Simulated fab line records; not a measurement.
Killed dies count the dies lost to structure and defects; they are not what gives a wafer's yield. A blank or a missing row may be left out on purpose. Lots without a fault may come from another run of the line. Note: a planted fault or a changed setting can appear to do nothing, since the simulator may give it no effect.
Tool commonality check :: flow nand harc :: 12 lots, 36 wafers sampled

REASON FOR OPENING
Flagged at NHARC_END_SORT_01: reading killed dies, on 3 of 12 lots. Wafers without a fault read 31, standard deviation 9.7.
Rule: a lot is flagged in two cases, either no wafer of it has a number, or all its wafers with numbers fall more than 4 standard deviations from that mean. The other lots count as sound.

lot: L488
measured: day 18 20:31
on: prober-01
killed dies, wafer by wafer: 34 38 35
flag: 

lot: L489
measured: day 19 18:23
on: prober-01
killed dies, wafer by wafer: 32 33 33
flag: 

lot: L493
measured: day 20 10:55
on: prober-02
killed dies, wafer by wafer: 31 36 34
flag: 

lot: L497
measured: day 21 14:04
on: prober-02
killed dies, wafer by wafer: 36 32 32
flag: 

lot: L501
measured: day 21 22:49
on: prober-02
killed dies, wafer by wafer: 677 677 677
flag: FLAGGED

lot: L498
measured: day 22 07:11
on: prober-01
killed dies, wafer by wafer: 18 21 24
flag: 

lot: L499
measured: day 22 22:17
on: prober-01
killed dies, wafer by wafer: 677 677 677
flag: FLAGGED

lot: L502
measured: day 22 23:04
on: prober-02
killed dies, wafer by wafer: 677 677 677
flag: FLAGGED

lot: L511
measured: day 24 15:02
on: prober-02
killed dies, wafer by wafer: 26 34 36
flag: 

lot: L505
measured: day 24 20:17
on: prober-01
killed dies, wafer by wafer: 54 41 54
flag: 

lot: L510
measured: day 24 22:47
on: prober-02
killed dies, wafer by wafer: 59 55 49
flag: 

lot: L509
measured: day 25 02:26
on: prober-01
killed dies, wafer by wafer: 22 28 21
flag: 
Average over the flagged lots: 677; offset from the usual +646, equal to +67 standard deviations.

EACH LOT AND THE TOOL IT RAN ON
The record holds 3 process steps before the reading, out of a route of 1159 steps. Every cell lists first the tool, next ch and the chambers used by the sampled wafers, and last the start.
lot: L488
flag: 
NHARC_P_BONDPAD_ACTIVATE_29: rie diel-11 ch 1,2,3, day 6 18:01
NHARC_A_ZERO_WELL_ETCH_13: rie si-04 ch 1,2,3, day 6 19:37
NHARC_A_ZERO_WELL_RTA_16: rtp anneal-01 ch 0, day 6 20:32

lot: L489
flag: 
NHARC_P_BONDPAD_ACTIVATE_29: rie diel-13 ch 0,1,2, day 6 11:58
NHARC_A_ZERO_WELL_ETCH_13: rie si-03 ch 0,2,3, day 6 13:37
NHARC_A_ZERO_WELL_RTA_16: rtp anneal-01 ch 0, day 6 14:31

lot: L493
flag: 
NHARC_P_BONDPAD_ACTIVATE_29: rie diel-11 ch 0,1,3, day 7 11:27
NHARC_A_ZERO_WELL_ETCH_13: rie si-04 ch 0,1,2, day 7 13:04
NHARC_A_ZERO_WELL_RTA_16: rtp anneal-01 ch 0, day 7 14:02

lot: L497
flag: 
NHARC_P_BONDPAD_ACTIVATE_29: rie diel-11 ch 0,2,3, day 8 20:31
NHARC_A_ZERO_WELL_ETCH_13: rie si-03 ch 1,2,3, day 8 22:07
NHARC_A_ZERO_WELL_RTA_16: rtp anneal-02 ch 0, day 8 23:01

lot: L501
flag: FLAGGED
NHARC_P_BONDPAD_ACTIVATE_29: rie diel-13 ch 0,1,2, day 9 21:23
NHARC_A_ZERO_WELL_ETCH_13: rie si-03 ch 0,1,2, day 9 23:01
NHARC_A_ZERO_WELL_RTA_16: rtp anneal-02 ch 0, day 9 23:55

lot: L498
flag: 
NHARC_P_BONDPAD_ACTIVATE_29: rie diel-09 ch 1,2, day 9 02:13
NHARC_A_ZERO_WELL_ETCH_13: rie si-03 ch 0,1,3, day 9 03:55
NHARC_A_ZERO_WELL_RTA_16: rtp anneal-02 ch 0, day 9 04:50

lot: L499
flag: FLAGGED
NHARC_P_BONDPAD_ACTIVATE_29: rie diel-13 ch 2,3, day 9 19:27
NHARC_A_ZERO_WELL_ETCH_13: rie si-04 ch 0,2,3, day 9 20:58
NHARC_A_ZERO_WELL_RTA_16: rtp anneal-02 ch 0, day 9 21:58

lot: L502
flag: FLAGGED
NHARC_P_BONDPAD_ACTIVATE_29: rie diel-13 ch 1,2, day 9 20:07
NHARC_A_ZERO_WELL_ETCH_13: rie si-04 ch 1,3, day 9 21:45
NHARC_A_ZERO_WELL_RTA_16: rtp anneal-02 ch 0, day 9 22:41

lot: L511
flag: 
NHARC_P_BONDPAD_ACTIVATE_29: rie diel-13 ch 0,2,3, day 11 22:09
NHARC_A_ZERO_WELL_ETCH_13: rie si-03 ch 0,2,3, day 11 23:46
NHARC_A_ZERO_WELL_RTA_16: rtp anneal-01 ch 0, day 12 00:46

lot: L505
flag: 
NHARC_P_BONDPAD_ACTIVATE_29: rie diel-11 ch 1,2, day 11 02:45
NHARC_A_ZERO_WELL_ETCH_13: rie si-03 ch 1,2,3, day 11 04:17
NHARC_A_ZERO_WELL_RTA_16: rtp anneal-02 ch 0, day 11 05:14

lot: L510
flag: 
NHARC_P_BONDPAD_ACTIVATE_29: rie diel-09 ch 1,2,3, day 11 23:17
NHARC_A_ZERO_WELL_ETCH_13: rie si-04 ch 0,1,3, day 12 01:00
NHARC_A_ZERO_WELL_RTA_16: rtp anneal-01 ch 0, day 12 01:59

lot: L509
flag: 
NHARC_P_BONDPAD_ACTIVATE_29: rie diel-13 ch 0,1, day 11 19:26
NHARC_A_ZERO_WELL_ETCH_13: rie si-04 ch 0,1,2, day 11 20:57
NHARC_A_ZERO_WELL_RTA_16: rtp anneal-01 ch 0, day 11 21:51
These steps, and what they do:
- NHARC_P_BONDPAD_ACTIVATE_29: chemistry N2, time 60 s.
- NHARC_A_ZERO_WELL_ETCH_13: etches the open film in HBr/Cl2, target depth 120 nm, time 40.1 s.
- NHARC_A_ZERO_WELL_RTA_16: time 10 s.
- NHARC_END_SORT_01

FLAGGED OVER TOTAL, TOOL BY TOOL (the gauges that took the reading come last)
step: NHARC_P_BONDPAD_ACTIVATE_29
tool: rie diel-09
lots run: 2
flagged: 0
share of the flagged lots: none
sound lots run after its first flagged lot: -

step: NHARC_P_BONDPAD_ACTIVATE_29
tool: rie diel-11
lots run: 4
flagged: 0
share of the flagged lots: none
sound lots run after its first flagged lot: -

step: NHARC_P_BONDPAD_ACTIVATE_29
tool: rie diel-13
lots run: 6
flagged: 3
share of the flagged lots: all
sound lots run after its first flagged lot: 2 (L509,L511)

step: NHARC_A_ZERO_WELL_ETCH_13
tool: rie si-03
lots run: 6
flagged: 1
share of the flagged lots: some
sound lots run after its first flagged lot: 2 (L505,L511)

step: NHARC_A_ZERO_WELL_ETCH_13
tool: rie si-04
lots run: 6
flagged: 2
share of the flagged lots: some
sound lots run after its first flagged lot: 2 (L509,L510)

step: NHARC_A_ZERO_WELL_RTA_16
tool: rtp anneal-01
lots run: 6
flagged: 0
share of the flagged lots: none
sound lots run after its first flagged lot: -

step: NHARC_A_ZERO_WELL_RTA_16
tool: rtp anneal-02
lots run: 6
flagged: 3
share of the flagged lots: all
sound lots run after its first flagged lot: 1 (L505)

step: NHARC_END_SORT_01
tool: prober-01
lots run: 6
flagged: 1
share of the flagged lots: some
sound lots run after its first flagged lot: 2 (L505,L509)

step: NHARC_END_SORT_01
tool: prober-02
lots run: 6
flagged: 2
share of the flagged lots: some
sound lots run after its first flagged lot: 2 (L511,L510)

WHAT IS ALLOWED BY THE TABLE
2 rows of the table ran every flagged lot: rie diel-13 at NHARC_P_BONDPAD_ACTIVATE_29, rtp anneal-02 at NHARC_A_ZERO_WELL_RTA_16.
- rie diel-13 at NHARC_P_BONDPAD_ACTIVATE_29: 3 of its 6 lots flagged. Lots that were sound ran on it after the first flagged one (L509, L511); a persistent fault on the entire tool would not allow that.
- rtp anneal-02 at NHARC_A_ZERO_WELL_RTA_16: 3 of its 6 lots flagged. Lots that were sound ran on it after the first flagged one (L505); a persistent fault on the entire tool would not allow that.
No row of the table ran every flagged lot and no sound lot after the first.

WHAT THE SIMULATOR HAD PUT IN
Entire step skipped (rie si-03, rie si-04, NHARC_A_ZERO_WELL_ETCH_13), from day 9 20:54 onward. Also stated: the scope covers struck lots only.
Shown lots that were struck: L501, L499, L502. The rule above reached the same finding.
